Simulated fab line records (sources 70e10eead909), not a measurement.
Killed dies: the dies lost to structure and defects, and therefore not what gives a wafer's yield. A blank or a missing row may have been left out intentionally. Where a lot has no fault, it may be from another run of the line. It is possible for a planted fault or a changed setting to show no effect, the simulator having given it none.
Which tool is to blame? | flow nand harc | 11 lots, 33 wafers sampled, at 5 steps of a route of 1302

## WHAT THE GAUGES READ, wafer by wafer
No reading from a measuring or inspecting step in the record can be judged against a usual standard deviation.

## WHICH TOOL RAN EACH LOT (tool, then ch and the chambers of the sampled wafers, then the start)
lot  | NHARC_A_CHANNEL_HOLE_D2_DESCUM_15  | NHARC_A_CHANNEL_HOLE_D2_ETCH_16               | NHARC_A_CHANNEL_HOLE_D2_ETCH_25  | NHARC_A_CHANNEL_HOLE_D2_XSEM_32 | NHARC_A_CHANNEL_FILL_D2_ALD_02
L252 | rie diel-05 ch 0,1,2, day 13 05:20 | rie diel-05 ch 0,2,3, day 13 19:25 or earlier | har etch-01 ch 0,1, day 13 19:25 | xsem-02 ch 0, day 13 22:08      | ald hk-04 ch 1,2, day 13 22:30
L254 | rie diel-05 ch 1,3, day 13 10:41   | rie diel-05 ch 0,2,3, day 14 03:28 or earlier | har etch-02 ch 0, day 14 03:28   | xsem-02 ch 0, day 14 07:11      | ald hk-04 ch 1,2, day 14 07:29
L259 | rie diel-11 ch 0,2, day 17 10:25   | rie diel-11 ch 0,2,3, day 17 18:56 or earlier | har etch-02 ch 0,1, day 17 18:56 | xsem-01 ch 0, day 17 21:29      | ald hk-01 ch 1,2, day 17 21:47
L258 | rie diel-05 ch 0,1, day 17 22:15   | rie diel-02 ch 0,3, day 18 14:20 or earlier   | har etch-01 ch 0,1, day 18 14:20 | xsem-02 ch 0, day 18 17:05      | ald hk-01 ch 1,2,3, day 18 17:22
L263 | rie diel-02 ch 1,3, day 18 02:32   | rie diel-02 ch 0,2,3, day 18 22:39 or earlier | har etch-01 ch 0,1, day 18 22:39 | xsem-01 ch 0, day 19 01:04      | ald hk-01 ch 0,2,3, day 19 01:26
L264 | rie diel-11 ch 0,1,2, day 18 06:11 | rie diel-11 ch 1,2,3, day 19 02:40 or earlier | har etch-01 ch 0,1, day 19 02:40 | xsem-01 ch 0, day 19 05:13      | ald hk-02 ch 0,2,3, day 19 05:34
L267 | rie diel-05 ch 1,2,3, day 19 03:41 | rie diel-05 ch 1,2,3, day 19 15:07 or earlier | har etch-01 ch 0,1, day 19 15:07 | xsem-02 ch 0, day 19 17:25      | ald hk-04 ch 0,2,3, day 19 19:46
L268 | rie diel-11 ch 1,3, day 19 20:32   | rie diel-11 ch 0,2, day 20 02:59 or earlier   | har etch-01 ch 0,1, day 20 02:59 | xsem-01 ch 0, day 20 05:34      | ald hk-02 ch 0,2,3, day 20 07:11
L271 | rie diel-02 ch 0,1, day 20 16:09   | rie diel-02 ch 1,2, day 20 20:27 or earlier   | har etch-02 ch 0,1, day 20 20:27 | xsem-02 ch 0, day 20 23:10      | ald hk-02 ch 1,2,3, day 20 23:31
L270 | rie diel-11 ch 1,2, day 20 17:38   | rie diel-11 ch 2,3, day 20 22:01 or earlier   | har etch-01 ch 0,1, day 20 22:01 | xsem-01 ch 0, day 21 00:35      | ald hk-02 ch 1,2, day 21 03:43
L275 | rie diel-11 ch 0,1,3, day 23 15:02 | rie diel-11 ch 0,2,3, day 23 19:07 or earlier | har etch-02 ch 1, day 23 19:07   | xsem-01 ch 0, day 23 21:49      | ald hk-04 ch 2,3, day 23 22:11
- NHARC_A_CHANNEL_HOLE_D2_DESCUM_15: chemistry O2, time 3 s.
- NHARC_A_CHANNEL_HOLE_D2_ETCH_16: etches the open film in O2/COS, target depth 3100 nm, time 806 s.
- NHARC_A_CHANNEL_HOLE_D2_ETCH_25: etches the open film in C4F8/O2/Ar, time 1040.2 s, target depth 1500 nm.
- NHARC_A_CHANNEL_HOLE_D2_XSEM_32
- NHARC_A_CHANNEL_FILL_D2_ALD_02: deposits SiO2, target thk 6 nm, pulse time 10 s, ald cycles 60.

## WHAT THE TOOLS THEMSELVES READ (means of the sampled wafers that have a number; where no wafer has one, the mark that the record gives instead)
NHARC_A_CHANNEL_HOLE_D2_DESCUM_15. Usual: drypump motor current A 5.7 A, standard deviation 0.32; oes product au 0.998 a.u., standard deviation 0.01; rf vpp V 57.7 V, standard deviation 0.89; showerhead plenum p Torr 1.90 Torr, standard deviation 0.07; throttle valve pct 11.310 %, standard deviation 0.0095.
lot  | tool        | drypump motor current A (A) | oes product au (a.u.) | rf vpp V (V) | showerhead plenum p Torr (Torr) | throttle valve pct (%) | flag
L252 | rie diel-05 | 5.5                         | 1.009                 | 58.2         | 1.93                            | 11.302                 |
L254 | rie diel-05 | 5.7                         | 1.008                 | 58.4         | 1.89                            | 11.315                 |
L259 | rie diel-11 | 5.7                         | 0.994                 | 57.7         | 1.94                            | 11.304                 |
L258 | rie diel-05 | 5.9                         | 1.004                 | 58.2         | 1.95                            | 11.308                 |
L263 | rie diel-02 | 5.8                         | 0.995                 | 58.1         | 1.88                            | 11.316                 |
L264 | rie diel-11 | 5.5                         | 0.989                 | 57.8         | 1.87                            | 11.310                 |
L267 | rie diel-05 | 5.6                         | 1.011                 | 56.7         | 1.87                            | 11.313                 |
L268 | rie diel-11 | 5.8                         | 0.998                 | 56.6         | 1.86                            | 11.311                 |
L271 | rie diel-02 | 5.6                         | 0.991                 | 58.9         | 1.94                            | 11.320                 |
L270 | rie diel-11 | 5.5                         | 0.987                 | 57.2         | 1.81                            | 11.304                 |
L275 | rie diel-11 | 5.9                         | 0.990                 | 57.9         | 1.92                            | 11.309                 |

NHARC_A_CHANNEL_HOLE_D2_ETCH_16. Usual: drypump motor current A 5.7 A, standard deviation 0.32; oes product au 0.996 a.u., standard deviation 0.01; rf vpp V 314.0 V, standard deviation 1.7; showerhead plenum p Torr 3.12 Torr, standard deviation 0.11; throttle valve pct 28.330 %, standard deviation 0.0091.
lot  | tool        | drypump motor current A (A) | oes product au (a.u.) | rf vpp V (V) | showerhead plenum p Torr (Torr) | throttle valve pct (%) | flag
L252 | rie diel-05 | 5.7                         | 1.003                 | 313.2        | 3.07                            | 28.338                 |
L254 | rie diel-05 | 5.7                         | 0.997                 | 313.5        | 3.07                            | 28.325                 |
L259 | rie diel-11 | 5.8                         | 0.994                 | 315.9        | 3.18                            | 28.323                 |
L258 | rie diel-02 | 5.6                         | 0.992                 | 315.7        | 3.21                            | 28.330                 |
L263 | rie diel-02 | 5.6                         | 0.995                 | 314.2        | 3.15                            | 28.337                 |
L264 | rie diel-11 | 5.8                         | 0.992                 | 312.8        | 3.08                            | 28.330                 |
L267 | rie diel-05 | 5.6                         | 0.998                 | 312.9        | 3.06                            | 28.331                 |
L268 | rie diel-11 | 5.7                         | 0.993                 | 315.9        | 3.16                            | 28.324                 |
L271 | rie diel-02 | 5.9                         | 0.997                 | 312.7        | 3.02                            | 28.332                 |
L270 | rie diel-11 | 5.7                         | 0.988                 | 314.3        | 3.13                            | 28.324                 |
L275 | rie diel-11 | 5.8                         | 1.003                 | 315.5        | 3.18                            | 28.334                 |

NHARC_A_CHANNEL_HOLE_D2_ETCH_25. Usual: c4f8 flow sccm 93.82 sccm, standard deviation 0.28; drypump motor current A 5.82 A, standard deviation 0.18; showerhead plenum p Torr 3.70 Torr, standard deviation 0.14; throttle valve pct 32.233 %, standard deviation 0.0098.
lot  | tool        | c4f8 flow sccm (sccm) | drypump motor current A (A) | showerhead plenum p Torr (Torr) | throttle valve pct (%) | flag
L252 | har etch-01 | 93.35                 | 5.73                        | 3.68                            | 32.232                 |
L254 | har etch-02 | 93.58                 | 5.72                        | 3.53                            | 32.235                 |
L259 | har etch-02 | 93.67                 | 6.06                        | 3.92                            | 32.242                 |
L258 | har etch-01 | 93.74                 | 5.70                        | 3.64                            | 32.228                 |
L263 | har etch-01 | 93.93                 | 5.72                        | 3.63                            | 32.242                 |
L264 | har etch-01 | 93.92                 | 5.71                        | 3.63                            | 32.241                 |
L267 | har etch-01 | 93.97                 | 5.79                        | 3.61                            | 32.226                 |
L268 | har etch-01 | 93.78                 | 5.72                        | 3.62                            | 32.231                 |
L271 | har etch-02 | 94.13                 | 5.88                        | 3.90                            | 32.223                 |
L270 | har etch-01 | 93.53                 | 5.79                        | 3.59                            | 32.229                 |
L275 | har etch-02 | 94.33                 | 6.19                        | 3.88                            | 32.227                 |

NHARC_A_CHANNEL_HOLE_D2_XSEM_32. Usual: bot cd nm 75.1 nm, standard deviation 1.4; bow nm 8.66 nm, standard deviation 0.28; tilt deg 0.08 degrees, standard deviation 0.04.
lot  | tool    | bot cd nm (nm) | bow nm (nm) | tilt deg (degrees) | flag
L252 | xsem-02 | 75.0           | 9.10        | 0.01               |
L254 | xsem-02 | 74.3           | 8.75        | 0.10               |
L259 | xsem-01 | 74.9           | 8.26        | 0.09               |
L258 | xsem-02 | 74.5           | 8.72        | 0.08               |
L263 | xsem-01 | 75.1           | 8.34        | 0.07               |
L264 | xsem-01 | 74.8           | 8.63        | 0.08               |
L267 | xsem-02 | 74.8           | 8.73        | 0.04               |
L268 | xsem-01 | 76.5           | 8.78        | 0.07               |
L271 | xsem-02 | 74.9           | 8.45        | 0.12               |
L270 | xsem-01 | 72.3           | 8.79        | -0.00              |
L275 | xsem-01 | 76.0           | 9.08        | 0.04               |

NHARC_A_CHANNEL_FILL_D2_ALD_02. Usual: heater power w 468 W, standard deviation 38; precursor pulse height rel 1.003, standard deviation 0.02.
lot  | tool      | heater power w (W) | precursor pulse height rel | flag
L252 | ald hk-04 | 466                | 1.008                      |
L254 | ald hk-04 | 468                | 1.040                      |
L259 | ald hk-01 | 479                | 1.013                      |
L258 | ald hk-01 | 474                | 1.010                      |
L263 | ald hk-01 | 458                | 1.002                      |
L264 | ald hk-02 | 457                | 1.008                      |
L267 | ald hk-04 | 463                | 1.018                      |
L268 | ald hk-02 | 470                | 0.986                      |
L271 | ald hk-02 | 506                | 1.001                      |
L270 | ald hk-02 | 513                | 1.017                      |
L275 | ald hk-04 | 443                | 1.010                      |

## THE ANSWER, worked out from the rows above alone
Rule: lot off if the mean of its wafers having a number is beyond 3 standard deviations from the usual mean. Also off: a lot with no number at a reading for which 4 or more lots have one. The other lots that the step has rows for count as sound. First the gauges in route order, then the tools' own readings, where a lot's mean is used as printed above. The first step at which some lot is off is used, and at that step the reading that is off furthest; a lot without a number counts as furthest.
Nothing can be told from this: no lot is off at any reading shown.

## WHAT THE SIMULATOR HAD INSERTED
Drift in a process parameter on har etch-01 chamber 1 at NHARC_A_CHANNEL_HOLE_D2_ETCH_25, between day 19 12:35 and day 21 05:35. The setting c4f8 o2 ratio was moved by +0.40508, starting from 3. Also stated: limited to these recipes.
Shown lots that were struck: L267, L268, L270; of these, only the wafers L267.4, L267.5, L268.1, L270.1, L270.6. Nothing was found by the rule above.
